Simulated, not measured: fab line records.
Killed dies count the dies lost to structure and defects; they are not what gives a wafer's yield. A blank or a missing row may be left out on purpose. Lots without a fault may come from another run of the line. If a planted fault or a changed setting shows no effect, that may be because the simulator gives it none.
fab line records ; flow nand-harc
record: lots: 6; wafers: 18; last-day: 22
route steps=1159 shown A_ONON_D1@432
lots with no fault: from the same line, run without faults
start-h: hours from the record's opening day to when the first of the lot's shown wafers began ; wait-h: hours elapsed since this lot's preceding step ; " unchanged from the row above ; L1.1+2: a single row standing in for several wafers ; - no value, or no start given ; * or withheld: withheld ; < > ~ a bound
route shown NAME@n: a module of which the file shows steps, and the number in the route of the first ; usual: mean/standard deviation of fault-free wafers ; same: alike in all rows ; chamber/n: place in a boat ; sites: the reading at each site ; _std_site: the standard deviation of these ; _edge_site: inner sites' mean taken away from outer sites' mean ; radius-mm: for every site, how far away it sits from the centre of the wafer ; mask NAME#n: copy n ; behind: the last tool/chamber to shape the wafer ; hold: cause of the lot's hold/its duration in hours/its outcome ; device: names the non-switching transistor (n, p or np) ; end of line: the tests these same wafers got at the end of their route ; a step given without rows: its recipe and nothing more ; killed: not the wafer's yield, but the dies lost to structure and defects at the first sort ; map: a wafer's dies, marking killed ones x, the rest . and places with no die _
set.NAME: the setting the step ran with; set.NAME@STEP: the setting that earlier step ran with ; model.NAME: the simulator's own value behind a step, which no gauge read
lots at selected steps of the route; one table per step, one row per wafer
services: from which hour (start-h, from the record's first day; less than 0 if before it) a tool's chamber was out of use, for how many hours, and why
== steps ==
step: NHARC_A_ONON_D1_DEP_12
recipe: target-thk-a: 10000; n2-flow-sccm: 2750; n2o-flow-sccm: 2000; nh3-flow-sccm: 500; sih4-flow-sccm: 210; temp-c: 400
step: NHARC_A_ONON_D1_THK_MEAS_14
recipe: thk-meas-gauge: ellipsometry
usual: thk-nm: 999/10
lot.wafer;tool;chamber;start-h;wait-h;thk-nm
L807.1;film-metro-01;-;182.09;-;995
L807.3;film-metro-01;-;182.09;-;996
L807.6;film-metro-01;-;182.09;-;994
L809.1;film-metro-02;-;192.22;-;991
L809.2;film-metro-02;-;192.22;-;990
L809.3;film-metro-02;-;192.22;-;987
L814.3;film-metro-01;-;226.83;-;995
L814.4;film-metro-01;-;226.83;-;993
L814.6;film-metro-01;-;226.83;-;995
L816.3;film-metro-02;-;234.78;-;1012
L816.4;film-metro-02;-;234.78;-;1012
L816.5;film-metro-02;-;234.78;-;1012
L815.1;film-metro-01;-;234.81;-;1009
L815.2;film-metro-01;-;234.81;-;1007
L815.6;film-metro-01;-;234.81;-;1009
L819.2;film-metro-01;-;254.90;-;986
L819.3;film-metro-01;-;254.90;-;988
L819.4;film-metro-01;-;254.90;-;986
step: NHARC_A_ONON_D1_ANNEAL_15
recipe: temp-c: 750; time-s: 3600
step: NHARC_A_ONON_D1_DEP_16
recipe: target-thk-a: 10000; n2-flow-sccm: 2750; n2o-flow-sccm: 2000; nh3-flow-sccm: 500; sih4-flow-sccm: 210; temp-c: 400
step: NHARC_A_ONON_D1_THK_MEAS_18
recipe: thk-meas-gauge: ellipsometry
usual: thk-nm: 1003/11
lot.wafer;tool;chamber;start-h;wait-h;thk-nm
L807.1;film-metro-02;-;189.20;-;1001
L807.3;film-metro-02;-;189.20;-;1003
L807.6;film-metro-02;-;189.20;-;1001
L809.1;film-metro-01;-;199.48;-;1005
L809.2;film-metro-01;-;199.48;-;1003
L809.3;film-metro-01;-;199.48;-;1003
L814.3;film-metro-02;-;233.96;-;994
L814.4;film-metro-02;-;233.96;-;992
L814.6;film-metro-02;-;233.96;-;994
L815.1;film-metro-02;-;241.93;-;1018
L815.2;film-metro-02;-;241.93;-;1018
L815.6;film-metro-02;-;241.93;-;1019
L816.3;film-metro-01;-;241.93;-;1025
L816.4;film-metro-01;-;241.93;-;1025
L816.5;film-metro-01;-;241.93;-;1024
L819.2;film-metro-02;-;262.07;-;1014
L819.3;film-metro-02;-;262.07;-;1016
L819.4;film-metro-02;-;262.07;-;1014
step: NHARC_A_ONON_D1_DEP_19
recipe: target-thk-a: 10000; n2-flow-sccm: 2750; n2o-flow-sccm: 2000; nh3-flow-sccm: 500; sih4-flow-sccm: 210; temp-c: 400
step: NHARC_A_ONON_D1_THK_MEAS_21
recipe: thk-meas-gauge: ellipsometry
usual: thk-nm: 997/8.5
lot.wafer;tool;chamber;start-h;wait-h;thk-nm
L807.1;film-metro-01;-;189.76;-;1007
L807.3;film-metro-01;-;189.76;-;1004
L807.6;film-metro-01;-;189.76;-;1007
L809.1;film-metro-02;-;200.18;-;997
L809.2;film-metro-02;-;200.18;-;998
L809.3;film-metro-02;-;200.18;-;998
L814.3;film-metro-01;-;234.53;-;977
L814.4;film-metro-01;-;234.53;-;977
L814.6;film-metro-01;-;234.53;-;980
L815.1;film-metro-01;-;242.49;-;992
L815.2;film-metro-01;-;242.49;-;994
L815.6;film-metro-01;-;242.49;-;994
L816.3;film-metro-02;-;242.50;-;996
L816.4;film-metro-02;-;242.50;-;997
L816.5;film-metro-02;-;242.50;-;997
L819.2;film-metro-02;-;262.64;-;987
L819.3;film-metro-02;-;262.64;-;987
L819.4;film-metro-02;-;262.64;-;987
step: NHARC_A_ONON_D1_DEP_22
recipe: target-thk-a: 10000; n2-flow-sccm: 2750; n2o-flow-sccm: 2000; nh3-flow-sccm: 500; sih4-flow-sccm: 210; temp-c: 400
step: NHARC_A_ONON_D1_THK_MEAS_24
recipe: thk-meas-gauge: ellipsometry
usual: thk-nm: 998/9.6
lot.wafer;tool;chamber;start-h;wait-h;thk-nm
L807.1;film-metro-02;-;190.32;-;986
L807.3;film-metro-02;-;190.32;-;985
L807.6;film-metro-02;-;190.32;-;984
L809.1;film-metro-01;-;200.88;-;990
L809.2;film-metro-01;-;200.88;-;989
L809.3;film-metro-01;-;200.88;-;991
L814.3;film-metro-02;-;235.12;-;994
L814.4;film-metro-02;-;235.12;-;994
L814.6;film-metro-02;-;235.12;-;993
L815.1;film-metro-01;-;243.05;-;1006
L815.2;film-metro-01;-;243.05;-;1004
L815.6;film-metro-01;-;243.05;-;1007
L816.3;film-metro-02;-;243.07;-;1000
L816.4;film-metro-02;-;243.07;-;1002
L816.5;film-metro-02;-;243.07;-;1001
L819.2;film-metro-02;-;263.20;-;988
L819.3;film-metro-02;-;263.20;-;989
L819.4;film-metro-02;-;263.20;-;988
step: NHARC_A_ONON_D1_DEP_25
recipe: target-thk-a: 10000; n2-flow-sccm: 2750; n2o-flow-sccm: 2000; nh3-flow-sccm: 500; sih4-flow-sccm: 210; temp-c: 400
step: NHARC_A_ONON_D1_THK_MEAS_27
recipe: thk-meas-gauge: ellipsometry
usual: thk-nm: 1001/9.4
lot.wafer;tool;chamber;start-h;wait-h;thk-nm
L807.1;film-metro-02;-;190.89;-;998
L807.3;film-metro-02;-;190.89;-;999
L807.6;film-metro-02;-;190.89;-;999
L809.1;film-metro-02;-;201.59;-;1007
L809.2;film-metro-02;-;201.59;-;1008
L809.3;film-metro-02;-;201.59;-;1007
L814.3;film-metro-01;-;235.69;-;1004
L814.4;film-metro-01;-;235.69;-;1003
L814.6;film-metro-01;-;235.69;-;1002
L815.1;film-metro-02;-;243.65;-;1008
L815.2;film-metro-02;-;243.65;-;1010
L815.6;film-metro-02;-;243.65;-;1009
L816.3;film-metro-01;-;243.68;-;1013
L816.4;film-metro-01;-;243.68;-;1012
L816.5;film-metro-01;-;243.68;-;1014
L819.2;film-metro-01;-;263.77;-;985
L819.3;film-metro-01;-;263.77;-;984
L819.4;film-metro-01;-;263.77;-;984
step: NHARC_A_ONON_D1_DEP_28
recipe: target-thk-a: 10000; n2-flow-sccm: 2750; n2o-flow-sccm: 2000; nh3-flow-sccm: 500; sih4-flow-sccm: 210; temp-c: 400
lot.wafer;tool;chamber;start-h;wait-h
L807.1+3+6;pecvd-onon-01;0;190.95;0.1
L809.1+2+3;pecvd-onon-03;0;201.78;0.2
L814.3+4+6;pecvd-onon-01;0;235.85;0.2
L815.1+2+6;pecvd-onon-01;0;243.70;0.1
L816.3+4+5;pecvd-onon-03;0;243.85;0.2
L819.2+3+4;pecvd-onon-03;0;263.88;0.1
step: NHARC_A_ONON_D1_THK_MEAS_30
recipe: thk-meas-gauge: ellipsometry
usual: thk-nm: 995/10
lot.wafer;tool;chamber;start-h;wait-h;thk-nm
L807.1;film-metro-02;-;191.45;-;993
L807.3;film-metro-02;-;191.45;-;993
L807.6;film-metro-02;-;191.45;-;993
L809.1;film-metro-02;-;202.29;-;987
L809.2;film-metro-02;-;202.29;-;988
L809.3;film-metro-02;-;202.29;-;988
L814.3;film-metro-02;-;236.25;-;996
L814.4;film-metro-02;-;236.25;-;996
L814.6;film-metro-02;-;236.25;-;996
L815.1;film-metro-01;-;244.21;-;978
L815.2;film-metro-01;-;244.21;-;979
L815.6;film-metro-01;-;244.21;-;978
L816.3;film-metro-01;-;244.27;-;1045
L816.4;film-metro-01;-;244.27;-;1046
L816.5;film-metro-01;-;244.27;-;1047
L819.2;film-metro-02;-;264.33;-;1054
L819.3;film-metro-02;-;264.33;-;1054
L819.4;film-metro-02;-;264.33;-;1053
step: NHARC_A_ONON_D1_DEP_33
recipe: target-thk-a: 2000; temp-c: 400; pressure-torr: 6.5; rf-w: 900; teos-flow-sccm: 161.4; flow-sccm: 2650; target-thk-nm: 200; gas: O2; material: SiO2
usual: flow-sccm: 2650/8.5; heater-power-w: 523/57; throttle-valve-pct: 15.9/0.52
lot.wafer;tool;chamber;start-h;wait-h;flow-sccm;heater-power-w;throttle-valve-pct
L807.3;pecvd-03;0;191.50;0.1;2642;554;16.3
L807.1;pecvd-03;1;191.50;0.1;2660;581;15.6
L807.6;pecvd-03;2;191.50;0.1;2658;452;15.6
L809.3;pecvd-03;1;202.35;0.1;2645;451;15.4
L809.1;pecvd-03;2;202.35;0.1;2633;424;15.6
L809.2;pecvd-03;0;202.35;0.1;2659;537;16.3
L814.3;pecvd-03;0;236.30;0.1;2652;536;16.3
L814.4;pecvd-03;0;236.30;0.1;2646;538;16.3
L814.6;pecvd-03;2;236.30;0.1;2658;508;15.7
L815.2;pecvd-03;2;244.27;0.1;2620;539;15.5
L815.1;pecvd-03;0;244.27;0.1;2661;423;16.3
L815.6;pecvd-03;1;244.27;0.1;2644;522;15.6
L816.3;pecvd-02;0;244.41;0.1;2654;483;16.3
L816.5;pecvd-02;2;244.41;0.1;2647;501;15.3
L816.4;pecvd-02;0;244.41;0.1;2658;510;16.9
L819.3;pecvd-02;0;264.39;0.1;2637;492;16.3
L819.2;pecvd-02;1;264.39;0.1;2653;630;16.2
L819.4;pecvd-02;2;264.39;0.1;2649;484;15.5
== services ==
tool;chamber;start-h;hours;kind
pecvd-02;-;170.52;0.4;repair
pecvd-onon-01;-;195.00;13.0;pm
pecvd-02;0;207.03;5.3;repair
pecvd-02;-;211.36;0.4;repair
pecvd-02;-;235.98;0.8;repair
pecvd-onon-03;-;246.56;2.9;repair
== key ==
first-sign: step: NHARC_A_ONON_D1_THK_MEAS_30; reading: thk-nm; direction: up; sigmas: 5.5; usual: 995; struck: 1050
effect none on later readings
met-at NHARC_A_ONON_D1_DEP_28
struck-wafers L816.3,L816.4,L816.5,L819.2,L819.3,L819.4
later-rows-left-out L816.3,L816.4,L816.5,L819.2,L819.3,L819.4
sort-left-out L816.3,L816.4,L816.5,L819.2,L819.3,L819.4
tester-left-out L816,L819
onset-between 201.78 243.85
also-fits time
fault: kind: process-parameter-drift; tool: pecvd-onon-03; chamber: -; onset-h: 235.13; steps: NHARC_A_ONON_D1_DEP_28; channel: target-thk-a; offset: *; shape: step; end-h: 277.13; acts-in: *; stated: *
tester-left-out: of these lots the tester's yield and bins aren't shown, on N5 and GAA mostly nor the transistor test; their killed dies are dies lost to structure and defects alone, not to doping, threshold or leakage, so they don't give the yield
sort-left-out: the simulated sort isn't trusted on such a fault, so these wafers' sort isn't shown, and their yield isn't known
later-rows-left-out: the simulator's readings of these wafers behind a module that went badly wrong aren't trusted and aren't shown, but for the sort
